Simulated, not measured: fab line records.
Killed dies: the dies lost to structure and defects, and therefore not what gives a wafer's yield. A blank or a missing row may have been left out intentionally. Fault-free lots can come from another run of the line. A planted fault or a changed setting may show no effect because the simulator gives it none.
fab line records	flow n5Finfet
record: lots: 11	wafers: 26	lastDay: 16
route steps=1938 shown ZERO_LAYER@14 WELL_APT@44 PMOS_HMC_CHANNEL_EPI@74 BEOL_M4@1111 PASSIVATION@1936
lots untouched by any fault: they come from a run of this same line in which no faults occurred
startH: the number of hours between the record's first day and the start of the first shown wafer of the lot	waitH: hours elapsed since this lot's preceding step	" identical to the entry in the row above	L1.1+2: a row that stands for several wafers	- value missing, or start not given	* or withheld: withheld	< > ~ a bound
route shown NAME@n: NAME is a module with steps in the file, n the number in the route of the first one	usual: mean and standard deviation over wafers with no fault	same: alike in all rows	chamber/n: place in a boat	sites: per-site readings	_std_site: standard deviation across them	_edge_site: inner sites' mean taken away from outer sites' mean	radiusMm: how far each site lies from the wafer's centre	mask NAME#n: copy n	behind: tool/chamber where the wafer was last shaped	hold: the reason the lot was held/the length of the hold in hours/how it ended	device: the n, p or np transistor that did not switch	end of line: tests run on the same wafers once the route is complete	a step without rows: its recipe alone	killed: dies that structure and defects cost at the first sort, which is not the same as the wafer's yield	map: a wafer's dies, x killed, . not, _ none there
set.NAME: the setting that was run; set.NAME@STEP: the one run at that earlier step	model.NAME: the simulator's own value behind a step, which no gauge read
route steps across a sampled set of lots; one table per step, one row per wafer
services: a tool's chamber out of use, with start hour (startH, from the record's first day; less than 0 if before it), hours out, and reason
== steps ==
step: N5_ZERO_LAYER_DESCUM_16
recipe: chemistry: O2	timeS: 7.9	sourcePowerW: 50	biasPowerW: 20	pressureMtorr: 20	rfFrequencyHz: 2.712e+07	tempC: 40	o2FlowSccm: 225
usual: drypumpMotorCurrentA: 5.5/0.36	oesProductAu: 0.77/0.077	rfVppV: 243.6/1.3	showerheadPlenumPTorr: 2.12/0.067	throttleValvePct: 20.57/0.22
lot.wafer	tool	chamber	startH	waitH	drypumpMotorCurrentA	oesProductAu	rfHoursCounterH	rfVppV	showerheadPlenumPTorr	throttleValvePct
L112.4	rieDiel-06	0	18.81	0.0	5.3	0.79	112	246.4	2.22	20.49
L112.6	"	0	"	"	5.3	0.79	-	244.2	2.22	20.47
L114.4	rieDiel-02	2	31.69	0.9	5.6	0.73	-	244.8	2.13	20.13
L114.5	"	3	"	"	5.8	0.73	-	244.2	2.08	20.69
L114.6	"	1	"	"	5.9	0.74	-	243.3	2.12	20.43
L117.2	rieDiel-02	3	48.68	0.0	5.7	0.74	188	242.7	2.08	20.69
L117.3	"	0	"	"	5.9	0.98	2	243.5	2.16	20.36
L117.6	"	3	"	"	5.8	0.74	-	241.8	2.08	20.69
L120.1	rieDiel-06	1	66.84	0.0	6.0	0.72	183	243.9	2.19	20.77
L120.2	"	0	"	"	5.3	0.77	127	245.6	2.22	20.51
L121.3	rieDiel-06	2	72.81	0.0	5.0	0.91	31	244.3	2.16	20.47
L121.6	"	3	"	"	4.9	0.72	-	241.4	1.99	20.87
L123.2	rieDiel-01	3	84.68	0.0	5.2	0.69	196	242.9	2.09	20.65
L123.4	"	2	"	"	5.9	0.74	183	244.0	2.06	20.60
L124.3	rieDiel-06	0	90.69	0.0	5.3	0.77	132	244.5	2.22	20.52
L124.6	"	3	"	"	4.9	0.71	-	242.6	1.99	20.90
L125.5	rieDiel-02	2	97.18	0.4	5.7	0.73	-	245.0	2.12	20.16
L125.6	"	1	"	"	5.9	0.73	-	243.0	2.11	20.45
L126.3	rieDiel-01	3	102.68	0.0	5.2	0.70	201	243.7	2.08	20.69
L126.4	"	0	"	"	5.3	0.94	13	244.7	2.14	20.66
L126.6	"	3	"	"	5.2	0.70	-	242.3	2.08	20.69
L127.4	rieDiel-01	2	108.68	0.0	5.8	0.73	188	244.3	2.06	20.61
L127.5	"	2	"	"	5.8	0.73	-	243.2	2.06	20.61
L131.2	rieDiel-06	2	132.68	0.0	5.0	0.90	49	242.3	2.16	20.49
L131.3	"	1	"	"	6.0	0.71	201	245.1	2.18	20.77
L131.5	"	2	"	"	5.0	0.89	-	243.6	2.16	20.49
step: N5_WELL_APT_OVL_MEAS_26
recipe: pointsPerWafer: 44
usual: PWELL_OVL: 3/5.6
lot.wafer	tool	chamber	startH	waitH	PWELL_OVL[nm]
L112.4	overlay-02	0	20.83	0.0	-7
L112.6	"	0	"	"	2
L114.4	overlay-02	0	34.11	0.0	0
L114.5	"	0	"	"	11
L114.6	"	0	"	"	10
L117.2	overlay-02	0	50.76	0.0	5
L117.3	"	0	"	"	-4
L117.6	"	0	"	"	5
L120.1	overlay-01	0	69.32	0.0	7
L120.2	"	0	"	"	6
L121.3	overlay-01	0	74.96	0.0	4
L121.6	"	0	"	"	6
L123.2	overlay-01	0	86.96	0.0	-4
L123.4	"	0	"	"	0
L124.3	overlay-01	0	92.84	0.0	-7
L124.6	"	0	"	"	-1
L125.5	overlay-02	0	99.33	0.0	-1
L125.6	"	0	"	"	2
L126.3	overlay-02	0	105.36	0.0	6
L126.4	"	0	"	"	17
L126.6	"	0	"	"	3
L127.4	overlay-01	0	111.60	0.0	-3
L127.5	"	0	"	"	-2
L131.2	overlay-01	0	134.89	0.0	7
L131.3	"	0	"	"	4
L131.5	"	0	"	"	3
step: N5_WELL_APT_RTA_34
recipe: tempC: 1000	timeS: 10	ambient: N2	idleTempC: 600	rampUpCPerS: 150	rampDownCPerS: 60	coolToC: 600
usual: lampPowerPct: 13.01/0.056	lamp_zone_1_pct: 12.99/0.032	lamp_zone_2_pct: 12.996/0.028	lamp_zone_3_pct: 12.999/0.03	lamp_zone_4_pct: 12.997/0.028	lamp_zone_5_pct: 13.00/0.03	lamp_zone_6_pct: 12.92/0.031	lamp_zone_7_pct: 13.42/0.032	wafer_temp_C_max: 1003.6/1.1
lot.wafer	tool	chamber	startH	waitH	lampPowerPct	lamp_zone_1_pct	lamp_zone_2_pct	lamp_zone_3_pct	lamp_zone_4_pct	lamp_zone_5_pct	lamp_zone_6_pct	lamp_zone_7_pct	wafer_temp_C_max
L112.4	rtpAnneal-02	0	21.89	0.3	13.03	13.02	12.977	13.009	13.007	12.99	12.88	13.41	1003.6
L112.6	"	0	"	"	12.96	13.01	12.984	12.970	12.997	13.04	12.98	13.41	1003.9
L114.4	rtpAnneal-02	0	35.05	0.1	12.98	13.00	12.992	13.021	13.007	13.02	12.89	13.40	1003.7
L114.5	"	0	"	"	12.96	13.02	12.938	13.055	13.014	13.04	12.91	13.39	1001.8
L114.6	"	0	"	"	13.05	13.00	12.990	13.023	12.991	13.00	12.94	13.44	1003.4
L117.2	rtpAnneal-02	0	52.14	0.3	12.99	13.02	12.994	12.992	13.010	13.02	12.88	13.42	1003.3
L117.3	"	0	"	"	13.05	13.03	12.999	12.973	12.964	13.03	12.95	13.41	1003.0
L117.6	"	0	"	"	12.90	12.98	12.942	13.040	12.962	13.05	12.94	13.46	1003.4
L120.1	rtpAnneal-01	0	70.16	0.0	13.03	12.91	13.027	12.979	12.990	13.00	12.93	13.45	1003.1
L120.2	"	0	"	"	12.96	12.98	13.015	12.977	13.023	13.02	12.90	13.35	1003.8
L121.3	rtpAnneal-01	0	75.83	0.1	13.01	12.97	13.009	12.991	12.960	13.06	12.92	13.46	1004.8
L121.6	"	0	"	"	13.04	12.97	13.058	13.003	13.005	13.03	12.91	13.44	1003.5
L123.2	rtpAnneal-01	0	87.80	0.0	12.99	13.04	12.981	12.960	12.999	13.03	12.90	13.45	1004.1
L123.4	"	0	"	"	12.93	12.97	12.980	13.065	12.930	13.09	12.97	13.42	1002.8
L124.3	rtpAnneal-01	0	93.80	0.1	12.96	13.03	13.050	12.938	12.954	13.08	12.88	13.49	1003.3
L124.6	"	0	"	"	12.91	12.98	13.006	13.052	12.998	12.97	12.98	13.43	1002.3
L125.5	rtpAnneal-02	0	100.23	0.1	12.94	12.93	12.976	12.997	13.071	12.97	12.95	13.43	1003.1
L125.6	"	0	"	"	12.99	12.96	12.969	12.992	12.984	13.00	12.93	13.40	1003.8
L126.3	rtpAnneal-02	0	106.84	0.1	11.50	11.46	11.390	11.433	11.411	11.41	11.35	11.81	1003.1
L126.4	"	0	"	"	11.44	11.42	11.400	11.409	11.407	11.45	11.33	11.76	1003.6
L126.6	"	0	"	"	11.40	11.35	11.409	11.374	11.464	11.45	11.35	11.83	1002.1
L127.4	rtpAnneal-01	0	112.48	0.1	13.06	12.99	13.065	12.939	12.992	12.97	12.92	13.41	1001.5
L127.5	"	0	"	"	13.06	13.04	13.037	13.024	12.997	13.02	12.87	13.42	1002.4
L131.2	rtpAnneal-02	0	135.87	0.0	11.49	11.38	11.414	11.445	11.432	11.46	11.35	11.77	1003.7
L131.3	"	0	"	"	11.43	11.38	11.432	11.434	11.417	11.45	11.33	11.79	1004.0
L131.5	"	0	"	"	11.42	11.40	11.409	11.419	11.417	11.39	11.34	11.78	1003.7
step: N5_PMOS_HMC_CHANNEL_EPI_FIN_RECESS_16
recipe: chemistry: HBr/Cl2	target: Si	maskMaterial: SiO2	targetDepthA: 540	timeS: 18	pressureMtorr: 10	icpW: 800	biasW: 75	HBr_flow_sccm: 150	Cl2_flow_sccm: 80
usual: drypumpMotorCurrentA: 5.8/0.49	oesProductAu: 1.007/0.02	throttleValvePct: 35.4/0.38
lot.wafer	tool	chamber	startH	waitH	drypumpMotorCurrentA	oesProductAu	rfHoursCounterH	throttleValvePct
L112.4	rieSi-02	2	23.79	0.0	5.7	1.032	87	35.5
L112.6	"	0	"	"	5.7	1.007	-	35.6
L114.4	rieSi-01	2	36.87	0.0	6.6	1.028	167	35.5
L114.5	"	2	"	"	6.6	1.033	-	35.5
L114.6	"	3	"	"	5.8	1.017	-	34.9
L117.2	rieSi-01	1	53.98	0.0	5.6	0.984	107	36.0
L117.3	"	2	"	"	6.6	1.015	168	35.6
L117.6	"	1	"	"	5.6	0.976	-	36.0
L120.1	rieSi-02	3	72.03	0.0	4.8	1.016	2	34.9
L120.2	"	2	"	"	5.7	1.031	88	35.5
L121.3	rieSi-01	0	77.65	0.0	5.8	1.020	176	34.8
L121.6	"	3	"	"	5.8	1.018	-	34.9
L123.2	rieSi-01	3	89.85	0.0	5.8	1.011	77	34.9
L123.4	"	2	"	"	6.6	1.026	168	35.5
L124.3	rieSi-01	1	95.88	0.0	5.6	0.982	108	36.0
L124.6	"	0	"	"	5.9	1.018	-	34.8
L125.5	rieSi-01	2	102.11	0.0	6.5	1.029	-	35.5
L125.6	"	3	"	"	5.8	1.023	-	34.9
L126.3	rieSi-02	0	108.69	0.0	5.7	1.010	5	35.7
L126.4	"	2	"	"	5.7	1.037	88	35.5
L126.6	"	1	"	"	5.3	1.005	-	35.3
L127.4	rieSi-02	0	114.37	0.0	5.7	1.003	6	35.7
L127.5	"	1	"	"	5.3	1.000	-	35.3
L131.2	rieSi-06	2	137.59	0.0	5.8	0.980	84	35.3
L131.3	"	3	"	"	6.6	0.971	33	35.6
L131.5	"	3	"	"	6.6	0.975	-	35.7
step: N5_BEOL_M4_RC_MEAS_101
usual: DIBL_N: 36.0/2	DIBL_P: 35.9/2.5	IOFF_N: 0.16/0.038	IOFF_N_LONG: 5.6e-05/3.3e-06	IOFF_P: 0.21/0.04	ION_N: 675/14	ION_P: 462/9.4	SS_N: 71.5/0.75	SS_P: 73.2/0.74	VT_N: 250/3.9	VT_P: -251/3.2
lot.wafer	tool	chamber	startH	waitH	DIBL_N[mV/V]	DIBL_P[mV/V]	IOFF_N[nA/um]	IOFF_N_LONG[nA/um]	IOFF_P[nA/um]	ION_N[uA/um]	ION_P[uA/um]	SS_N[mV/dec]	SS_P[mV/dec]	VT_N[mV]	VT_P[mV]
L112.4	prober-01	0	164.16	0.5	35.2	35.1	0.17	6.1e-05	0.22	691	472	70.9	73.1	244	-245
L112.6	"	0	"	"	36.8	35.2	0.21	6.4e-05	0.22	694	466	71.7	73.5	242	-246
L114.4	prober-01	0	182.65	0.5	36.7	37.6	0.18	5.4e-05	0.24	670	463	72.8	73.0	249	-249
L114.5	"	0	"	"	37.8	38.4	0.21	5.6e-05	0.24	678	455	73.3	74.1	250	-249
L114.6	"	0	"	"	34.0	33.3	0.13	5.6e-05	0.16	667	459	72.2	73.1	257	-254
L117.2	prober-02	0	200.00	0.2	32.5	32.2	0.11	5.6e-05	0.16	679	473	69.6	71.7	256	-251
L117.3	"	0	"	"	35.9	35.1	0.15	5.7e-05	0.19	676	460	70.2	73.4	251	-251
L117.6	"	0	"	"	35.7	35.0	0.15	5.6e-05	0.18	675	464	70.1	72.7	251	-249
L120.1	prober-01	0	216.26	0.0	35.4	34.6	0.14	5.4e-05	0.15	656	445	71.9	72.7	252	-257
L120.2	"	0	"	"	37.5	39.3	0.18	5.3e-05	0.25	675	459	71.5	73.4	247	-250
L121.3	prober-02	0	229.54	0.3	35.7	36.2	0.15	5.8e-05	0.21	659	460	71.7	73.8	252	-251
L121.6	"	0	"	"	36.6	37.1	0.18	5.9e-05	0.20	673	457	71.1	72.8	246	-251
L124.3	prober-01	0	243.21	0.3	37.8	37.0	0.22	5.8e-05	0.23	678	454	72.3	73.3	245	-250
L124.6	"	0	"	"	35.9	37.3	0.17	5.6e-05	0.24	665	459	71.3	73.5	249	-245
L123.2	prober-01	0	249.63	0.2	33.6	33.9	0.11	5.1e-05	0.16	669	461	71.3	72.5	254	-254
L123.4	"	0	"	"	37.2	37.7	0.18	5.5e-05	0.20	682	460	71.8	73.6	248	-254
L126.3	prober-01	0	268.25	0.3	38.5	39.3	0.21	7.4e-05	0.24	682	464	72.3	73.3	248	-251
L126.4	"	0	"	"	38.6	39.2	0.21	7.4e-05	0.26	680	470	72.1	73.0	249	-248
L126.6	"	0	"	"	35.5	36.2	0.16	7.4e-05	0.20	693	472	71.3	72.3	248	-249
L125.5	prober-02	0	268.78	0.6	35.2	36.0	0.17	5.4e-05	0.22	695	472	71.0	73.5	248	-248
L125.6	"	0	"	"	32.2	30.1	0.10	5.4e-05	0.13	655	448	70.8	71.6	257	-258
L127.4	prober-01	0	272.49	0.5	34.9	34.7	0.13	5.6e-05	0.18	658	448	72.0	73.1	254	-253
L127.5	"	0	"	"	39.8	40.8	0.25	5.5e-05	0.29	683	465	72.4	74.8	242	-246
L131.2	prober-01	0	276.71	0.2	36.8	37.8	0.16	7.3e-05	0.21	682	463	71.4	73.6	250	-248
L131.3	"	0	"	"	31.9	32.5	0.09	6.9e-05	0.15	657	462	70.5	71.4	258	-256
L131.5	"	0	"	"	35.8	36.6	0.15	7.2e-05	0.20	673	466	71.2	72.9	251	-251
step: N5_PASSIVATION_PROBE_49
usual: defectLimitedYield: 91.3/1.5	killed_at_M0_to_M3: 33/12	killed_at_M4_up: 15/5.2	killedAtContacts: 12/5.1	killedAtFrontEnd: 39/11	killedAtOther: 5/3.6	killedDies: 103/18	killedOnRim: 14/4.3	killedOpen: 67/13	killedShort: 33/7.8	sort_bin_5_function: 5.1/0.96	sort_bin_6_memory: 3.2/0.71	sort_bin_8_speed: 0.01/0.063	sortNPass: 1077/18
same: grossDies: 1180	killedAtBackSide: 0	sort_bin_4_leakage[%]: 0
lot.wafer	tool	chamber	startH	waitH	defectLimitedYield[%]	killed_at_M0_to_M3	killed_at_M4_up	killedAtContacts	killedAtFrontEnd	killedAtOther	killedDies	killedOnRim	killedOpen	killedShort	sort_bin_5_function[%]	sort_bin_6_memory[%]	sort_bin_8_speed[%]	sortNPass
L131.2	prober-02	-	379.38	0.1	89.8	41	21	15	41	2	120	26	70	35	5.3	3.7	0	1060
L131.5	prober-02	-	379.53	0.2	90.8	21	21	15	48	3	108	7	70	29	5.2	3.1	0	1072
killed by level:class
L131.2 GATE_CUT:geometricParticle:short=9 MOL_CONTACT_COAG:geometricParticle:open=9 BEOL_M1:geometricParticle:open=9 HKMG_FIN:areaEtch=8 BEOL_M0_SAQP:geometricParticle:open=7 BEOL_M3:geometricParticle:open=7 BEOL_M0_SAQP:geometricParticle:short=6 BEOL_M2:geometricParticle:open=6
L131.5 MOL_CONTACT_COAG:geometricParticle:open=12 FIN_SAQP:geometricParticle:open=9 GATE_CUT:geometricParticle:short=9 HKMG_FIN:areaEtch=8 BEOL_M4:geometricParticle:open=7 DUMMY_GATE:geometricParticle:open=5 BEOL_M1:geometricParticle:open=5 BEOL_M0_SAQP:geometricParticle:open=4
== services ==
tool	chamber	startH	hours	kind
rieSi-01	-	1.84	2.8	pm
rieSi-06	0	17.27	-	clean
rieSi-06	0	17.27	-	consumableReplace:focusRing
rieSi-06	0	17.27	15.0	scheduledDown
rieDiel-02	0	19.34	-	clean
rieDiel-02	0	19.34	-	consumableReplace:focusRing
rieDiel-02	0	19.34	18.5	scheduledDown
rieDiel-02	0	19.34	18.5	ventCycle
rieDiel-01	-	30.20	1.6	repair
rieDiel-06	0	30.96	1.5	repair
rieSi-06	3	34.96	11.3	repair
rieDiel-01	0	37.47	-	clean
rieDiel-01	0	37.47	-	consumableReplace:focusRing
rieDiel-01	0	37.47	20.3	scheduledDown
rieDiel-01	0	37.47	20.3	ventCycle
rieDiel-02	2	37.70	1.8	repair
rtpAnneal-02	-	45.04	0.5	pm
rieDiel-02	0	51.40	10.9	repair
rieSi-06	0	66.67	2.8	repair
rieDiel-01	-	94.56	2.8	pm
rieSi-01	-	100.82	0.3	repair
rieDiel-01	0	114.37	7.6	repair
rieDiel-06	1	127.09	2.5	repair
rieSi-02	2	137.22	8.0	repair
== key ==
firstSign: step: N5_WELL_APT_RTA_34	reading: lamp_zone_4_pct	direction: down	sigmas: 57	usual: *	struck: *
effect: step: N5_WELL_APT_RTA_34	reading: lamp_zone_2_pct	direction: down	sigmas: 56	usual: *	struck: *
effect: step: N5_BEOL_M4_RC_MEAS_101	reading: IOFF_N_LONG	direction: up	sigmas: 4.9	usual: 5.6e-05	struck: 7.3e-05
metAt N5_WELL_APT_RTA_34
struckLots L126,L131
notActingAt N5_ZERO_LAYER_DESCUM_16,N5_WELL_APT_OVL_MEAS_26,N5_PMOS_HMC_CHANNEL_EPI_FIN_RECESS_16
onsetBetween 100.23 106.84
fault: kind: processParameterDrift	tool: rtpAnneal-02	chamber: -	onsetH: 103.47	steps: N5_WELL_APT_RTA_34	channel: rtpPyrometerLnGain	offset: 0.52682	shape: step	endH: 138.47
